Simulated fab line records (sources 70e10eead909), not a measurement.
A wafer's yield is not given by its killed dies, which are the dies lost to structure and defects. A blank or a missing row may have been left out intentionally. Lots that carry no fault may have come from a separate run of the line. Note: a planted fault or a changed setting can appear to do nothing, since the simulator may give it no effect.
Which tool was responsible?    flow nand harc    72 wafers from 24 lots sampled at 6 of the route's 1302 steps

## WHAT THE GAUGES READ, wafer by wafer
NHARC_A_ONON_D1_THK_MEAS_11: measures by ellipsometry.
lot   measured      on             thk nm (nm)
L074  day 7 17:19   film metro-01  1013 1013 1013
L075  day 8 04:09   film metro-02  1019 1018 1019
L076  day 8 21:25   film metro-02  1011 1010 1009
L077  day 9 04:49   film metro-02  997 995 998
L078  day 9 14:15   film metro-02  1008 1009 1008
L079  day 9 22:37   film metro-01  1006 1008 1007
L080  day 10 02:20  film metro-02  1021 1020 1022
L081  day 10 16:17  film metro-01  1025 1024 1024
L082  day 11 06:52  film metro-02  996 996 997
L083  day 11 13:20  film metro-01  998 998 998
L084  day 12 06:58  film metro-01  989 987 987
L085  day 12 07:09  film metro-02  995 996 996
L086  day 12 16:09  film metro-01  999 995 996
L087  day 13 05:26  film metro-01  995 996 996
L089  day 14 00:20  film metro-02  1002 1004 1002
L088  day 14 00:20  film metro-01  985 985 986
L090  day 14 10:55  film metro-02  987 985 985
L091  day 14 21:50  film metro-01  1003 1003 1000
L092  day 15 05:47  film metro-02  1020 1021 1019
L093  day 15 20:56  film metro-02  1020 1021 1020
L094  day 16 04:00  film metro-01  989 989 991
L095  day 16 16:50  film metro-01  984 983 983
L096  day 17 04:27  film metro-01  997 999 996
L097  day 17 09:16  film metro-02  1016 1018 1018

NHARC_A_CHANNEL_HOLE_D1_CD_MEAS_30.
lot   measured      on         cd nm (nm)
L074  day 8 13:59   cd sem-02  89.9 89.8 88.8
L075  day 9 02:50   cd sem-01  89.2 88.5 89.5
L076  day 9 20:10   cd sem-03  90.0 88.9 88.7
L077  day 10 03:42  cd sem-03  91.1 90.8 92.2
L078  day 10 17:21  cd sem-02  91.1 91.6 89.9
L079  day 11 01:15  cd sem-03  90.0 89.6 89.7
L080  day 11 03:34  cd sem-03  89.7 90.2 89.5
L081  day 11 15:34  cd sem-02  90.9 90.5 91.7
L082  day 12 06:35  cd sem-03  89.3 89.2 89.2
L083  day 12 12:02  cd sem-03  90.3 89.1 89.9
L084  day 13 03:31  cd sem-02  89.9 90.3 91.0
L085  day 13 05:33  cd sem-02  88.5 90.3 89.1
L086  day 13 15:38  cd sem-03  89.0 89.4 90.6
L087  day 14 04:35  cd sem-03  91.7 92.2 91.5
L089  day 15 01:09  cd sem-03  89.8 89.1 90.7
L088  day 15 00:02  cd sem-03  90.1 88.4 90.7
L090  day 15 09:07  cd sem-01  89.9 88.9 89.8
L091  day 15 19:42  cd sem-01  89.5 89.5 90.2
L092  day 16 02:25  cd sem-02  90.6 90.8 90.0
L093  day 16 19:25  cd sem-03  89.5 89.2 89.1
L094  day 17 11:11  cd sem-01  90.9 90.7 90.6
L095  day 17 19:11  cd sem-03  90.1 90.2 89.3
L096  day 18 01:14  cd sem-01  90.5 89.6 89.2
L097  day 18 07:07  cd sem-01  90.2 90.2 90.7

NHARC_A_ONON_D2_THK_MEAS_30: measures by ellipsometry.
lot   measured      on             thk nm (nm)
L074  day 12 12:43  film metro-01  988 989 986
L075  day 13 06:11  film metro-01  1007 1009 1009
L076  day 14 02:59  film metro-01  987 989 988
L077  day 14 02:38  film metro-02  997 997 999
L078  day 14 17:01  film metro-02  983 984 986
L079  day 15 00:32  film metro-01  996 999 997
L080  day 15 00:29  film metro-02  1006 1007 1007
L081  day 16 00:54  film metro-01  1015 1015 1016
L082  day 16 05:13  film metro-02  977 979 978
L083  day 16 11:37  film metro-02  985 984 983
L084  day 17 05:59  film metro-02  1008 1008 1007
L085  day 17 05:59  film metro-02  990 993 992
L086  day 17 18:49  film metro-02  1010 1010 1009
L087  day 18 03:11  film metro-02  993 993 992
L089  day 19 02:59  film metro-02  990 989 991
L088  day 19 02:56  film metro-01  984 983 985
L090  day 19 16:32  film metro-01  990 988 992
L091  day 19 16:32  film metro-02  1007 1008 1007
L092  day 20 04:00  film metro-01  1001 1001 1002
L093  day 21 05:05  film metro-02  992 994 995
L094  day 21 05:08  film metro-02  1008 1009 1010
L095  day 21 19:28  film metro-01  1011 1013 1014
L096  day 22 03:44  film metro-01  1003 1004 1002
L097  day 22 03:52  film metro-01  994 992 992

NHARC_A_ONON_D2_INSPECT_32.
lot   measured      on                 raw defect count
L074  day 12 13:22  defect inspect-01  346 337 179
L075  day 13 06:45  defect inspect-02  426 431 320
L076  day 14 03:33  defect inspect-01  411 419 280
L077  day 14 03:16  defect inspect-02  518 682 697
L078  day 14 17:34  defect inspect-02  387 572 369
L079  day 15 01:05  defect inspect-01  424 350 524
L080  day 15 01:01  defect inspect-02  273 545 173
L081  day 16 01:27  defect inspect-02  543 618 665
L082  day 16 05:46  defect inspect-02  296 351 227
L083  day 16 12:11  defect inspect-01  463 334 1058
L084  day 17 06:31  defect inspect-01  331 220 174
L085  day 17 06:39  defect inspect-02  831 695 513
L086  day 17 19:20  defect inspect-02  227 314 451
L087  day 18 03:43  defect inspect-02  426 498 733
L089  day 19 03:32  defect inspect-02  478 478 367
L088  day 19 03:29  defect inspect-01  299 571 454
L090  day 19 17:04  defect inspect-01  365 342 470
L091  day 19 17:05  defect inspect-01  343 292 373
L092  day 20 04:33  defect inspect-02  619 280 268
L093  day 21 05:49  defect inspect-01  347 233 185
L094  day 21 05:53  defect inspect-02  305 392 698
L095  day 21 20:01  defect inspect-02  408 293 257
L096  day 22 04:16  defect inspect-02  659 614 555
L097  day 22 04:24  defect inspect-01  408 463 693

## WHICH TOOL RAN EACH LOT (tool, then ch and the chambers of the sampled wafers, then the start)
lot   NHARC_A_CHANNEL_FILL_D1_ETCHBACK_19  NHARC_A_DECK1_JOINT_CMP_13
L074  rie si-06 ch 0,1,3, day 9 14:19      cmp-04 ch 0,2,3, day 11 02:07
L075  rie si-05 ch 0,3, day 10 04:26       cmp-01 ch 0,1, day 11 15:44
L076  rie si-06 ch 1,2, day 10 23:38       cmp-02 ch 0,3, day 12 17:40
L077  rie si-01 ch 1,2, day 11 05:44       cmp-04 ch 0,1, day 12 14:29
L078  rie si-06 ch 2,3, day 11 19:01       cmp-01 ch 1,2, day 13 05:29
L079  rie si-06 ch 0,1, day 12 01:37       cmp-01 ch 1,2,3, day 13 11:27
L080  rie si-05 ch 0,1,3, day 12 01:38     cmp-02 ch 0,1,3, day 13 11:27
L081  rie si-06 ch 1,2,3, day 13 00:18     cmp-04 ch 1,2,3, day 14 10:35
L082  rie si-05 ch 0,2,3, day 13 07:13     cmp-01 ch 1,2,3, day 14 17:28
L083  rie si-06 ch 1,2,3, day 13 13:07     cmp-04 ch 0,3, day 15 01:41
L084  rie si-05 ch 0,2, day 14 03:55       cmp-04 ch 0,3, day 15 18:13
L085  rie si-01 ch 0,2,3, day 14 03:54     cmp-02 ch 0,1,3, day 15 18:13
L086  rie si-01 ch 0,3, day 14 16:08       cmp-04 ch 0,1,2, day 16 03:43
L087  rie si-06 ch 1,2,3, day 15 05:06     cmp-01 ch 2,3, day 16 15:17
L089  rie si-01 ch 0,1,2, day 16 01:10     cmp-02 ch 1,2,3, day 17 11:09
L088  rie si-05 ch 0,2,3, day 16 01:11     cmp-01 ch 0,1,2, day 17 11:08
L090  rie si-05 ch 0,1, day 16 10:37       cmp-02 ch 1,2, day 17 21:18
L091  rie si-01 ch 0,1,2, day 16 20:24     cmp-02 ch 0,2,3, day 18 06:54
L092  rie si-06 ch 0,1,2, day 17 02:53     cmp-01 ch 0,2,3, day 18 13:20
L093  rie si-01 ch 0,3, day 17 21:25       cmp-02 ch 1,2,3, day 19 12:44
L094  rie si-05 ch 1,3, day 18 11:59       cmp-02 ch 1,2,3, day 19 22:15
L095  rie si-01 ch 1,3, day 18 20:49       cmp-04 ch 0,1,3, day 20 07:11
L096  rie si-06 ch 0,1,3, day 19 03:31     cmp-04 ch 0,1,2, day 20 14:22
L097  rie si-05 ch 1,2, day 19 07:59       cmp-02 ch 1,2,3, day 20 18:16
- NHARC_A_CHANNEL_FILL_D1_ETCHBACK_19: etches the open film in HBr/Cl2, target depth 5 nm, time 1.7 s.
- NHARC_A_DECK1_JOINT_CMP_13: polishes, target thk 51.023 nm.

## WHAT THE TOOLS THEMSELVES READ (means of the sampled wafers that have a number; where no wafer has one, the mark that the record gives instead)
NHARC_A_CHANNEL_FILL_D1_ETCHBACK_19.
lot   tool       drypump motor current A (A)  he backside leak sccm (sccm)  oes product au (a.u.)  throttle valve pct (%)
L074  rie si-06  5.3                          2.57                          1.012                  26.405
L075  rie si-05  5.4                          2.88                          0.998                  26.401
L076  rie si-06  6.1                          2.75                          0.987                  26.410
L077  rie si-01  5.6                          2.48                          1.003                  26.404
L078  rie si-06  6.2                          2.69                          0.999                  26.409
L079  rie si-06  5.3                          2.57                          1.000                  26.409
L080  rie si-05  5.3                          2.84                          1.002                  26.401
L081  rie si-06  5.8                          2.58                          1.001                  26.404
L082  rie si-05  5.4                          2.79                          1.002                  26.410
L083  rie si-06  5.8                          2.57                          0.998                  26.396
L084  rie si-05  5.2                          2.88                          1.010                  26.408
L085  rie si-01  5.0                          2.80                          1.003                  26.413
L086  rie si-01  4.9                          2.80                          1.007                  26.413
L087  rie si-06  5.8                          2.65                          0.994                  26.412
L089  rie si-01  5.2                          2.58                          1.008                  26.403
L088  rie si-05  5.3                          2.79                          1.001                  26.409
L090  rie si-05  5.1                          2.85                          1.004                  26.412
L091  rie si-01  5.3                          2.73                          1.004                  26.412
L092  rie si-06  5.7                          2.51                          0.994                  26.405
L093  rie si-01  5.1                          2.75                          0.999                  26.409
L094  rie si-05  5.4                          2.67                          1.003                  26.400
L095  rie si-01  5.4                          2.74                          1.006                  26.415
L096  rie si-06  5.3                          2.51                          0.993                  26.408
L097  rie si-05  5.4                          2.52                          0.996                  26.406

NHARC_A_DECK1_JOINT_CMP_13.
lot   tool    edge zone pressure frac  motor current A (A)  time to endpoint s (s)
L074  cmp-04  1.001                    10.3                 7.4
L075  cmp-01  0.994                    12.8                 8.6
L076  cmp-02  1.000                    12.2                 8.8
L077  cmp-04  1.006                    11.9                 7.2
L078  cmp-01  0.997                    12.2                 10.1
L079  cmp-01  0.999                    11.3                 10.3
L080  cmp-02  0.998                    12.7                 7.4
L081  cmp-04  1.001                    10.5                 7.7
L082  cmp-01  1.000                    11.6                 11.1
L083  cmp-04  0.997                    10.6                 7.9
L084  cmp-04  1.002                    10.7                 8.5
L085  cmp-02  0.998                    13.3                 12.3
L086  cmp-04  1.000                    11.0                 10.5
L087  cmp-01  1.007                    10.6                 8.2
L089  cmp-02  0.999                    12.8                 11.3
L088  cmp-01  0.999                    12.1                 9.9
L090  cmp-02  0.990                    13.4                 11.5
L091  cmp-02  0.996                    12.5                 10.5
L092  cmp-01  1.002                    11.6                 6.4
L093  cmp-02  1.000                    12.6                 11.4
L094  cmp-02  1.002                    12.5                 10.0
L095  cmp-04  0.999                    11.6                 7.8
L096  cmp-04  0.999                    11.5                 12.1
L097  cmp-02  1.007                    12.7                 10.0

## THE ANSWER, worked out from the rows above alone
Rule: the usual values come from the lots themselves. Put in order of their means at a reading, lots are off if they are a third of the lots or fewer, leave a main group of 4 or more, and stand apart from it by a gap of 3 or more times the standard deviation of the main group's means; of several such gaps the widest counts. If all means in a main group match to the digits the tables above print for the reading, that group is not used. Also off: a lot with no number at a reading for which 4 or more lots have one. The other lots that the step has rows for count as sound. First the gauges in route order, then the tools' own readings, where a lot's mean is used as printed above. At the first step where some lot is off, the reading lying furthest off is the one used; lots without a number count as furthest.
Nothing can be told from this: no lot is off at any reading shown.

## WHAT THE SIMULATOR HAD PUT IN
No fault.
